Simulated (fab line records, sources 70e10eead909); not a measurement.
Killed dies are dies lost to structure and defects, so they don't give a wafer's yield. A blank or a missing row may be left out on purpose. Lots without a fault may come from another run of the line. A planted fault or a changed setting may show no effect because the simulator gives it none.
fab line records | flow nand_harc
record lots=6 wafers=18 last_day=24
route steps=1159 shown P_GATE@162 END@1159
lots that met no fault: from a run of the same line without faults
start_h: hours from the record's first day to the start of the lot's first wafer shown | wait_h: hours since the lot's step before | " the same as in the row above | L1.1+2: a row that stands for several wafers | - no value, or no start given | * or withheld: withheld | < > ~ a bound
route shown NAME@n: a module of which the file shows steps, and the number in the route of the first | usual: mean/standard deviation of fault-free wafers | same: alike in all rows | chamber/n: place in a boat | sites: the reading at each site | _std_site: their standard deviation | _edge_site: outer sites' mean less inner sites' | radius_mm: how far each site lies from the wafer's centre | mask NAME#n: copy n | behind: the tool/chamber that last shaped the wafer | hold: why the lot was held/for how many hours/how that ended | device: the transistor (n, p or np) that didn't switch | end of line: the same wafers' tests at the end of the route | a step without rows: its recipe alone | killed: dies lost to structure and defects at the first sort, not the wafer's yield | map: a wafer's dies, x killed, . not, _ none there
set.NAME: the setting as run; set.NAME@STEP: as run at that earlier step | model.NAME: the simulator's own value behind a step, which no gauge read
lots at some steps of the route; a table a step, a row a wafer
services: from which hour (start_h, from the record's first day; less than 0 if before it) a tool's chamber was out of use, for how many hours, and why
## steps
# step NHARC_P_GATE_DEHYDRATE_38
# recipe temp_c=150 time_s=120
# step NHARC_P_GATE_HMDS_39
# recipe time_s=30
# step NHARC_P_GATE_COAT_40
# recipe spin_rpm=3000
# step NHARC_P_GATE_SOFTBAKE_41
# recipe temp_c=122 time_s=95
# step NHARC_P_GATE_EBR_42
# step NHARC_P_GATE_EXPOSE_43
# recipe na=0.6 target_cd_nm=720 dose_mj=14.81 mask_id=P_NSD
# step NHARC_P_GATE_PEB_44
# recipe peb_temp_c=118 peb_time_s=85
# step NHARC_P_GATE_DEVELOP_45
# recipe time_s=70
# step NHARC_P_GATE_CD_MEAS_46
# recipe target_cd_nm=720 landing_energy_ev=500
# usual cd_nm=719.5/1.9
# columns lot.wafer tool chamber start_h wait_h cd_nm
L139.1 cd_sem-01 0 115.86 - 719.4
L139.2 " 0 " " 721.3
L139.5 " 0 " " 718.7
L146.3 cd_sem-02 0 153.69 - 718.1
L146.4 " 0 " " 719.9
L146.5 " 0 " " 716.9
L152.2 cd_sem-01 0 194.51 - 720.7
L152.4 " 0 " " 722.3
L152.5 " 0 " " 722.2
L155.3 cd_sem-02 0 209.93 - 721.5
L155.4 " 0 " " 721.8
L155.5 " 0 " " 724.7
L156.2 cd_sem-03 0 224.30 - 718.5
L156.3 " 0 " " 722.0
L156.5 " 0 " " 723.0
L159.1 cd_sem-01 0 233.56 - 720.9
L159.3 " 0 " " 717.8
L159.5 " 0 " " 718.0
# step NHARC_P_GATE_HARDBAKE_47
# recipe temp_c=125 time_s=80
# step NHARC_P_GATE_DESCUM_48
# recipe time_s=3 o2_flow_sccm=200 ar_flow_sccm=0 bias_power_w=0 chemistry=O2
# usual drypump_motor_current_A=5.9/0.39 o2_flow_sccm=199.9/0.67 oes_product_au=0.995/0.013 rf_vpp_V=57.7/0.91 showerhead_plenum_p_Torr=1.91/0.11 throttle_valve_pct=11.312/0.0089
# columns lot.wafer tool chamber start_h wait_h drypump_motor_current_A o2_flow_sccm oes_product_au rf_hours_counter_h rf_vpp_V showerhead_plenum_p_Torr throttle_valve_pct
L139.1 rie_diel-03 2 116.03 - 5.6 199.1 0.964 11 57.6 2.03 11.318
L139.2 " 1 " " 6.0 199.6 0.991 14 56.4 1.80 11.330
L139.5 " 3 " " 6.7 199.5 0.968 - 56.1 1.87 11.308
L146.4 rie_diel-12 1 153.85 - 5.9 199.9 1.026 46 58.0 1.78 11.307
L146.3 " 3 " " 5.5 200.0 0.989 45 57.2 1.99 11.317
L146.5 " 2 " " 5.3 200.0 0.998 - 56.4 1.83 11.325
L152.2 rie_diel-12 3 194.67 - 5.5 199.8 0.975 62 57.7 1.99 11.316
L152.4 " 1 " " 5.9 199.6 0.995 62 58.6 1.77 11.308
L152.5 " 3 " " 5.6 199.5 0.977 - 59.0 1.99 11.310
L155.4 rie_diel-03 3 210.10 - 6.7 199.4 0.978 33 55.8 1.86 11.301
L155.3 " 1 " " 6.0 200.6 0.993 32 57.5 1.80 11.320
L155.5 " 3 " " 6.7 198.9 0.983 - 56.9 1.86 11.306
L156.2 rie_diel-11 1 224.47 - 5.7 200.5 1.003 11 57.6 2.06 11.310
L156.3 " 2 " " 6.1 199.9 0.982 11 58.1 2.07 11.300
L156.5 " 1 " " 5.6 200.8 1.003 - 60.0 2.06 11.305
L159.3 rie_diel-12 1 233.73 - 5.9 200.1 0.991 7 58.6 2.07 11.308
L159.1 " 3 " " 5.5 200.9 1.007 9 58.0 1.98 11.301
L159.5 " 0 " " 6.1 199.8 0.985 - 58.3 2.00 11.311
# step NHARC_P_GATE_IMPLANT_49
# recipe energy_kev=30 dose_cm2=3e+15 tilt_deg=7
# step NHARC_P_GATE_STRIP_111
# recipe power_w=1500 temp_c=110 time_s=250 chemistry=N2/H2
# usual drypump_motor_current_A=6.2/0.33 heater_power_w=85/10
# columns lot.wafer tool chamber start_h wait_h drypump_motor_current_A heater_power_w rf_hours_counter_h
L139.1 plasma_asher-01 0 116.46 0.3 6.5 100 2
L139.2 " 1 " " 6.5 86 2
L139.5 " 1 " " 6.5 86 -
L146.4 plasma_asher-02 0 154.31 0.2 5.7 71 -
L146.3 " 1 " " 6.1 83 -
L146.5 " 1 " " 6.1 78 -
L152.2 plasma_asher-02 1 195.16 0.3 6.1 78 0
L152.4 " 0 " " 5.7 75 -
L152.5 " 0 " " 5.7 76 -
L155.4 plasma_asher-01 0 210.56 0.2 6.4 102 -
L155.3 " 1 " " 6.5 87 -
L155.5 " 1 " " 6.5 88 -
L156.2 plasma_asher-01 1 224.88 0.2 6.5 85 42
L156.3 " 1 " " 6.5 87 -
L156.5 " 0 " " 6.5 98 -
L159.1 plasma_asher-02 1 234.09 0.2 6.1 77 15
L159.3 " 0 " " 5.7 73 -
L159.5 " 0 " " 5.7 75 -
# step NHARC_P_GATE_STRIP_75
# recipe power_w=1500 temp_c=250 chemistry=O2
# usual drypump_motor_current_A=6.2/0.33 heater_power_w=317/39
# columns lot.wafer tool chamber start_h wait_h drypump_motor_current_A heater_power_w rf_hours_counter_h
L139.1 plasma_asher-01 0 116.76 0.2 6.5 383 3
L139.2 " 1 " " 6.5 329 3
L139.5 " 1 " " 6.5 333 -
L146.4 plasma_asher-02 0 154.54 0.2 5.7 273 -
L146.3 " 1 " " 6.1 316 -
L146.5 " 1 " " 6.1 319 -
L152.2 plasma_asher-02 1 195.46 0.3 6.0 281 0
L152.4 " 0 " " 5.7 275 -
L152.5 " 0 " " 5.7 271 -
L155.4 plasma_asher-01 0 210.78 0.2 6.5 380 -
L155.3 " 1 " " 6.5 336 -
L155.5 " 1 " " 6.5 331 -
L156.2 plasma_asher-01 1 225.14 0.2 6.5 331 42
L156.3 " 1 " " 6.5 331 -
L156.5 " 0 " " 6.5 381 -
L159.1 plasma_asher-02 1 234.40 0.3 6.1 287 15
L159.3 " 0 " " 5.7 269 -
L159.5 " 0 " " 5.7 267 -
# step NHARC_P_GATE_STRIP_50
# recipe time_s=900 temp_c=130 chemistry=SPM
# step NHARC_P_GATE_DEHYDRATE_51
# recipe temp_c=150 time_s=120
# step NHARC_P_GATE_HMDS_52
# recipe time_s=30
# step NHARC_P_GATE_COAT_53
# recipe spin_rpm=3000
# step NHARC_P_GATE_SOFTBAKE_54
# recipe temp_c=122 time_s=95
# step NHARC_P_GATE_EBR_55
# step NHARC_P_GATE_EXPOSE_56
# recipe na=0.6 target_cd_nm=720 dose_mj=14.81 mask_id=P_PSD
# step NHARC_P_GATE_PEB_57
# recipe peb_temp_c=118 peb_time_s=85
# step NHARC_P_GATE_DEVELOP_58
# recipe time_s=70
# step NHARC_P_GATE_CD_MEAS_59
# recipe target_cd_nm=720 landing_energy_ev=500
# usual cd_nm=719.2/2.7
# columns lot.wafer tool chamber start_h wait_h cd_nm
L139.1 cd_sem-02 0 117.71 - 718.0
L139.2 " 0 " " 717.7
L139.5 " 0 " " 717.3
L146.3 cd_sem-02 0 155.50 - 718.0
L146.4 " 0 " " 720.7
L146.5 " 0 " " 718.6
L152.2 cd_sem-02 0 196.39 - 716.3
L152.4 " 0 " " 715.4
L152.5 " 0 " " 715.5
L155.3 cd_sem-02 0 211.74 - 718.9
L155.4 " 0 " " 719.7
L155.5 " 0 " " 717.3
L156.2 cd_sem-03 0 226.05 - 717.3
L156.3 " 0 " " 714.6
L156.5 " 0 " " 714.0
L159.1 cd_sem-03 0 235.30 - 721.6
L159.3 " 0 " " 715.7
L159.5 " 0 " " 716.9
# step NHARC_P_GATE_HARDBAKE_60
# recipe temp_c=125 time_s=80
# step NHARC_P_GATE_DESCUM_61
# recipe time_s=3 o2_flow_sccm=200 ar_flow_sccm=0 bias_power_w=0 chemistry=O2
# usual drypump_motor_current_A=6.0/0.39 o2_flow_sccm=200.0/0.6 oes_product_au=0.992/0.012 rf_vpp_V=57.7/0.97 showerhead_plenum_p_Torr=1.90/0.095 throttle_valve_pct=11.311/0.0091
# columns lot.wafer tool chamber start_h wait_h drypump_motor_current_A o2_flow_sccm oes_product_au rf_hours_counter_h rf_vpp_V showerhead_plenum_p_Torr throttle_valve_pct
L139.1 rie_diel-03 3 117.88 - 6.7 199.2 0.973 14 58.6 1.87 11.312
L139.2 " 1 " " 6.0 200.1 0.991 14 58.0 1.80 11.305
L139.5 " 2 " " 5.6 200.1 0.978 - 58.4 2.03 11.311
L146.3 rie_diel-03 1 155.67 - 6.0 200.6 0.996 22 56.1 1.80 11.295
L146.5 " 0 " " 5.9 201.1 0.989 - 57.3 1.91 11.329
L146.4 " 1 " " 6.0 199.9 0.999 - 57.9 1.80 11.309
L152.4 rie_diel-03 2 196.57 - 5.6 199.7 0.992 30 57.3 2.02 11.310
L152.2 " 3 " " 6.7 199.2 0.984 31 58.4 1.86 11.308
L152.5 " 1 " " 6.0 199.1 0.996 - 57.3 1.80 11.296
L155.4 rie_diel-12 3 211.92 - 5.5 199.5 1.012 0 57.1 1.99 11.317
L155.3 " 0 " " 6.1 199.5 0.993 0 58.9 2.00 11.322
L155.5 " 3 " " 5.5 200.0 1.012 - 57.8 1.99 11.308
L156.2 rie_diel-03 3 226.21 - 6.7 199.7 0.980 0 58.5 1.86 11.300
L156.3 " 0 " " 5.9 200.5 0.991 0 57.9 1.90 11.313
L156.5 " 0 " " 5.9 200.2 0.995 - 57.6 1.90 11.325
L159.3 rie_diel-12 2 235.47 - 5.4 199.9 0.983 9 58.0 1.82 11.304
L159.1 " 3 " " 5.5 200.3 1.022 9 56.4 1.98 11.299
L159.5 " 1 " " 5.9 200.3 0.994 - 58.4 2.07 11.301
# step NHARC_P_GATE_IMPLANT_62
# recipe energy_kev=20 dose_cm2=3e+15 tilt_deg=7
# step NHARC_P_GATE_STRIP_112
# recipe power_w=1500 temp_c=110 time_s=200 chemistry=N2/H2
# usual drypump_motor_current_A=6.2/0.33 heater_power_w=85/10
# columns lot.wafer tool chamber start_h wait_h drypump_motor_current_A heater_power_w rf_hours_counter_h
L139.1 plasma_asher-01 0 118.23 0.2 6.5 101 3
L139.2 " 1 " " 6.5 90 3
L139.5 " 1 " " 6.4 90 -
L146.4 plasma_asher-01 0 156.14 0.2 6.5 99 -
L146.3 " 1 " " 6.5 90 -
L146.5 " 0 " " 6.5 99 -
L152.2 plasma_asher-02 1 197.03 0.3 6.1 80 1
L152.4 " 1 " " 6.1 79 -
L152.5 " 0 " " 5.7 73 -
L155.4 plasma_asher-02 0 212.37 0.2 5.7 73 -
L155.3 " 1 " " 6.1 79 -
L155.5 " 1 " " 6.1 78 -
L156.2 plasma_asher-01 1 227.08 0.2 6.5 90 42
L156.3 " 1 " " 6.5 87 -
L156.5 " 0 " " 6.5 99 -
L159.1 plasma_asher-02 0 235.83 0.2 5.7 74 15
L159.3 " 1 " " 6.1 77 -
L159.5 " 1 " " 6.1 79 -
# step NHARC_P_GATE_STRIP_76
# recipe power_w=1500 temp_c=250 chemistry=O2
# step NHARC_P_GATE_STRIP_63
# recipe time_s=900 temp_c=130 chemistry=SPM
# step NHARC_P_GATE_DEHYDRATE_83
# recipe temp_c=150 time_s=120
# step NHARC_P_GATE_HMDS_84
# recipe time_s=30
# step NHARC_P_GATE_COAT_85
# recipe spin_rpm=3000
# step NHARC_P_GATE_SOFTBAKE_86
# recipe temp_c=122 time_s=95
# step NHARC_P_GATE_EBR_87
# step NHARC_P_GATE_EXPOSE_88
# recipe na=0.6 target_cd_nm=2000 dose_mj=11.87 mask_id=P_HVN
# step NHARC_P_GATE_PEB_89
# recipe peb_temp_c=118 peb_time_s=85
# step NHARC_P_GATE_DEVELOP_90
# recipe time_s=70
# step NHARC_P_GATE_CD_MEAS_91
# recipe target_cd_nm=2000 landing_energy_ev=500
# usual cd_nm=2000.3/2.3
# columns lot.wafer tool chamber start_h wait_h cd_nm
L139.1 cd_sem-02 0 119.41 - 2001.2
L139.2 " 0 " " 2002.7
L139.5 " 0 " " 2005.0
L146.3 cd_sem-02 0 157.25 - 1996.7
L146.4 " 0 " " 2003.6
L146.5 " 0 " " 2000.3
L152.2 cd_sem-03 0 198.07 - 2000.9
L152.4 " 0 " " 2001.4
L152.5 " 0 " " 1996.9
L155.3 cd_sem-01 0 213.47 - 1998.9
L155.4 " 0 " " 1996.9
L155.5 " 0 " " 2000.0
L156.2 cd_sem-03 0 228.14 - 2000.5
L156.3 " 0 " " 2002.9
L156.5 " 0 " " 1998.8
L159.1 cd_sem-03 0 237.01 - 1999.4
L159.3 " 0 " " 2002.2
L159.5 " 0 " " 1998.1
# step NHARC_P_GATE_HARDBAKE_92
# recipe temp_c=125 time_s=80
# step NHARC_P_GATE_DESCUM_93
# recipe time_s=3 o2_flow_sccm=200 ar_flow_sccm=0 bias_power_w=0 chemistry=O2
# usual drypump_motor_current_A=6.0/0.4 o2_flow_sccm=200.0/0.58 oes_product_au=0.993/0.011 rf_vpp_V=57.7/0.89 showerhead_plenum_p_Torr=1.90/0.098 throttle_valve_pct=11.311/0.0093
# columns lot.wafer tool chamber start_h wait_h drypump_motor_current_A o2_flow_sccm oes_product_au rf_hours_counter_h rf_vpp_V showerhead_plenum_p_Torr throttle_valve_pct
L139.1 rie_diel-03 0 119.57 - 5.9 199.8 0.985 14 57.1 1.91 11.331
L139.2 " 2 " " 5.6 200.6 0.986 11 56.4 2.03 11.312
L139.5 " 0 " " 5.9 198.5 0.985 - 58.3 1.91 11.309
L146.4 rie_diel-12 0 157.41 - 6.1 199.8 1.005 46 58.4 2.01 11.325
L146.3 " 2 " " 5.3 199.2 1.008 47 56.9 1.83 11.313
L146.5 " 0 " " 6.1 199.7 1.003 - 57.6 2.01 11.295
L152.4 rie_diel-03 3 198.23 - 6.7 200.5 0.986 31 56.4 1.86 11.298
L152.2 " 2 " " 5.5 200.5 0.992 30 59.1 2.02 11.312
L152.5 " 3 " " 6.7 199.6 0.981 - 57.3 1.86 11.313
L155.4 rie_diel-12 3 213.65 - 5.5 200.3 1.004 0 59.0 1.99 11.314
L155.3 " 0 " " 6.0 199.8 0.985 0 58.5 2.00 11.301
L155.5 " 1 " " 5.9 199.0 0.999 - 58.3 2.08 11.317
L156.2 rie_diel-03 2 228.31 - 5.6 199.8 0.989 0 60.0 2.02 11.315
L156.3 " 0 " " 5.9 199.3 0.995 0 57.8 1.90 11.319
L156.5 " 2 " " 5.6 200.2 0.995 - 58.4 2.02 11.309
L159.3 rie_diel-11 0 237.19 - 5.7 199.6 0.997 17 58.0 1.82 11.305
L159.1 " 2 " " 6.1 198.9 0.989 17 58.2 2.07 11.325
L159.5 " 1 " " 5.7 200.3 1.015 - 58.4 2.05 11.315
# step NHARC_P_GATE_IMPLANT_94
# recipe energy_kev=60 dose_cm2=2e+15 tilt_deg=7
# step NHARC_P_GATE_INSPECT_68
# usual raw_defect_count=198/72
# columns lot.wafer tool chamber start_h wait_h raw_defect_count
L139.1 defect_inspect-01 - 122.97 0.2 192
L139.2 " - " " 156
L139.5 " - " " 130
L146.3 defect_inspect-01 - 160.38 0.1 124
L146.4 " - " " 176
L146.5 " - " " 253
L152.2 defect_inspect-01 - 201.39 0.1 165
L152.4 " - " " 187
L152.5 " - " " 241
L155.3 defect_inspect-01 - 216.54 0.1 695
L155.4 " - " " 126
L155.5 " - " " 659
L156.2 defect_inspect-01 - 231.39 0.1 532
L156.3 " - " " 631
L156.5 " - " " 128
L159.1 defect_inspect-01 - 240.24 0.2 145
L159.3 " - " " 180
L159.5 " - " " 184
# step NHARC_END_SORT_01
# recipe temp_c=25
# usual killed_at_array=25/10 killed_at_other=0.6/0.91 killed_at_periphery=3.6/2.9 killed_dies=29/10 killed_open=3.3/2 killed_short=1.9/1.5
# same gross_dies=677
# columns lot.wafer tool chamber start_h wait_h killed_at_array killed_at_other killed_at_periphery killed_dies killed_open killed_short
L155.3 prober-01 0 541.91 3.1 24 1 80 105 1 5
L155.5 prober-01 0 543.49 3.7 12 0 82 94 2 0
L156.2 prober-01 0 560.12 2.8 20 0 87 107 4 1
L156.3 prober-01 0 560.93 3.1 28 0 85 113 2 0
# killed by level:class
L155.3 P_GATE:unspecified=77 A_CHANNEL_HOLE_D1:chamber_film_flake=9 A_STAIRCASE:chamber_film_flake=4 A_CONTACT:chamber_film_flake=3 A_BLC:chamber_film_flake=3 P_GATE:chamber_film_flake=2 P_M0:geometric_particle:short=1 A_ONON_D1:geometric_particle:short=1
L155.5 P_GATE:unspecified=80 A_CONTACT:chamber_film_flake=5 A_CHANNEL_HOLE_D1:chamber_film_flake=2 P_GATE:chamber_film_flake=2 A_WL_FILL:chamber_film_flake=2 A_CONTACT:geometric_particle:open=1 A_M0:geometric_particle:open=1 A_STAIRCASE:chamber_film_flake=1
L156.2 P_GATE:unspecified=83 A_CHANNEL_HOLE_D1:chamber_film_flake=4 A_CONTACT:chamber_film_flake=4 P_GATE:chamber_film_flake=3 A_WL_FILL:chamber_film_flake=3 A_BLC:chamber_film_flake=3 A_ONON_D1:geometric_particle:open=1 A_CHANNEL_HOLE_D1:geometric_particle:open=1
L156.3 P_GATE:unspecified=85 A_CONTACT:chamber_film_flake=8 A_CHANNEL_HOLE_D1:chamber_film_flake=5 A_STAIRCASE:chamber_film_flake=4 A_BLC:chamber_film_flake=4 A_SGD_CUT:chamber_film_flake=2 A_WL_FILL:chamber_film_flake=2 A_BLC:geometric_particle:open=1
# map L155.3 (x killed, . not)
____________.____________
_________......._________
_______..........._______
______.............______
_____..............._____
____.................____
____..........x......____
___...x...............___
___...................___
__.....................__
__.....................__
_.......x............x.._
_x......................_
_......................._
_.x................x...._
_.x....................._
xx.x.....................
xxx.............x........
x.xxx.x.................x
.x.xxxxx.................
.x.xxxxxx...........x....
_.xxxxxxx........x......_
_..xxxxxxx.............._
_xxxxxxxxxx............._
_xxxxxxxxx.............._
_.xxxxxxx.x....x........_
__.xxxxxx..............__
__xxxxxxx..............__
___..xxx.......x......___
___..xxxxx............___
____.................____
____...x.............____
_____...x..........._____
______.......x..x..______
_______..........._______
_________x......_________
____________.____________
# map L156.3 (x killed, . not)
____________.____________
_________......._________
_______..........._______
______.............______
_____...x..........._____
____.................____
____........x..x.....____
___.......x...........___
___...................___
__.........x...........__
__.....x...............__
_.........x............._
_x......x..............._
_.x....................._
_.......x..............._
_........x.............._
.x...................x...
.x.xx....x...............
....xxxx.................
xxxxxxxxx.xx.......x.....
...xxxxx.....x...x.......
_.xxxxxxxx.............._
_.xxxxxxxx.............._
_.xxxxxxxx.............._
_.xxxxxxxxx............._
_xxxxxxxxx.............._
__xxxxxxx.x............__
__.xxxxxxx.............__
___xxxx.x.x...........___
___.x.xx..............___
____..x..............____
____..........x......____
_____....x.........._____
______.x.....x.....______
_______........x.._______
_________......._________
____________.____________
## services
# columns tool chamber start_h hours kind
rie_diel-03 0 96.32 - clean
rie_diel-03 1 96.32 - clean
rie_diel-03 2 96.32 - clean
rie_diel-03 3 96.32 - clean
plasma_asher-01 - 99.00 9.0 pm
plasma_asher-01 0 99.00 9.0 vent_cycle
plasma_asher-01 1 99.00 9.0 vent_cycle
rie_diel-11 1 104.11 4.5 repair
plasma_asher-01 0 108.00 - clean
plasma_asher-01 1 108.00 - clean
rie_diel-03 0 120.82 - clean
rie_diel-03 1 120.82 - clean
rie_diel-03 2 120.82 - clean
rie_diel-03 3 120.82 - clean
plasma_asher-01 - 123.99 6.7 repair
rie_diel-03 0 145.48 - clean
rie_diel-03 1 145.48 - clean
rie_diel-03 3 148.73 7.9 repair
rie_diel-11 - 155.07 0.5 repair
plasma_asher-02 - 183.02 9.0 pm
plasma_asher-01 - 187.74 3.9 repair
rie_diel-11 - 189.52 9.0 pm
rie_diel-12 - 202.53 9.0 pm
rie_diel-03 - 215.30 9.0 pm
## key
first_sign step=NHARC_P_GATE_INSPECT_68 reading=raw_defect_count direction=up sigmas=6 usual=198 struck=629
effect step=NHARC_END_SORT_01 reading=killed_at_periphery direction=up sigmas=28 usual=3.6 struck=83.5
more_kills_born_at NHARC_P_GATE_STRIP_111@plasma_asher-01=325
met_at NHARC_P_GATE_STRIP_111
struck_wafers L155.3,L155.5,L156.2,L156.3
tester_left_out L155,L156
onset_between 116.46 210.56
fault kind=chamber_particle_source tool=plasma_asher-01 chamber=1 onset_h=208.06 steps=NHARC_P_GATE_STRIP_111 rate_per_visit_cm2=0.6791 end_h=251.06
# tester_left_out: of these lots the tester's yield and bins aren't shown, on N5 and GAA mostly nor the transistor test; their killed dies are dies lost to structure and defects alone, not to doping, threshold or leakage, so they don't give the yield
